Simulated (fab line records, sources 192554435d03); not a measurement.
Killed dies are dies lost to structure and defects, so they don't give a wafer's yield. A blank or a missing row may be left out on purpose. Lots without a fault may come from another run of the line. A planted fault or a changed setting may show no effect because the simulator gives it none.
Chamber matching | flow n5_finfet | N5_HKMG_FIN_ALD_21 on ald_metal-03: 4 sister chambers
The step deposits TiN, target thk 1.5 nm, pulse time 1 s, purge time 3 s. 14 wafers are shown with their chamber, then 7 later ones without.

WAFERS WITH THEIR CHAMBER
wafer  | chamber | heater_power_w (W) | precursor_pulse_height_rel
L081.1 | 0       | 924                | 0.981
L081.2 | 2       | 976                | 1.026
L081.3 | 3       | 802                | 1.025
L083.2 | 3       | 820                | 0.985
L083.5 | 0       | 922                | 0.999
L083.6 | 3       | 824                | 0.986
L088.2 | 0       | 916                | 1.002
L088.3 | 1       | 839                | 0.994
L088.5 | 3       | 819                | 0.996
L089.1 | 0       | 924                | 0.974
L089.2 | 2       | 983                | 0.977
L089.4 | 3       | 799                | 0.989
L090.1 | 0       | 916                | 0.967
L090.2 | 1       | 818                | 1.009

SIGNATURES (means of the wafers above)
reading                    | chamber 0 | chamber 1 | chamber 2 | chamber 3 | scatter within a chamber
heater_power_w             | 920.40    | 828.50    | 979.50    | 812.80    | 9.14
precursor_pulse_height_rel | 0.98460   | 1.00150   | 1.00150   | 0.99620   | 0.0184
Rule: a wafer's distance from a chamber is the root of the sum, over the readings, of the square of ((its reading less the chamber's mean) divided by the reading's scatter). The wafer belongs to the nearest chamber; if the next one is less than 2 further off, it can't be placed. The scatter: the root of (the sum of the squares of (reading less its chamber's mean) over the shown wafers, divided by (wafers less chambers)).

WAFERS WITHOUT THEIR CHAMBER
wafer  | heater_power_w (W) | precursor_pulse_height_rel
L090.3 | 847                | 0.994
L091.3 | 899                | 1.011
L091.4 | 990                | 0.956
L091.6 | 962                | 0.990
L092.4 | 924                | 1.007
L092.5 | 920                | 1.044
L092.6 | 834                | 1.007

WHICH CHAMBER EACH WENT THROUGH
wafer  | from the rows above     | in truth
L090.3 | can't be placed: 1 or 3 | 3
L091.3 | 0                       | 0
L091.4 | 2                       | 2
L091.6 | 2                       | 2
L092.4 | 0                       | 0
L092.5 | 0                       | 0
L092.6 | can't be placed: 1 or 3 | 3
Placed correctly: 5 of 7. Can't be placed from these rows: 2 (the true chamber is among the candidates in 2). Placed wrongly: 0.
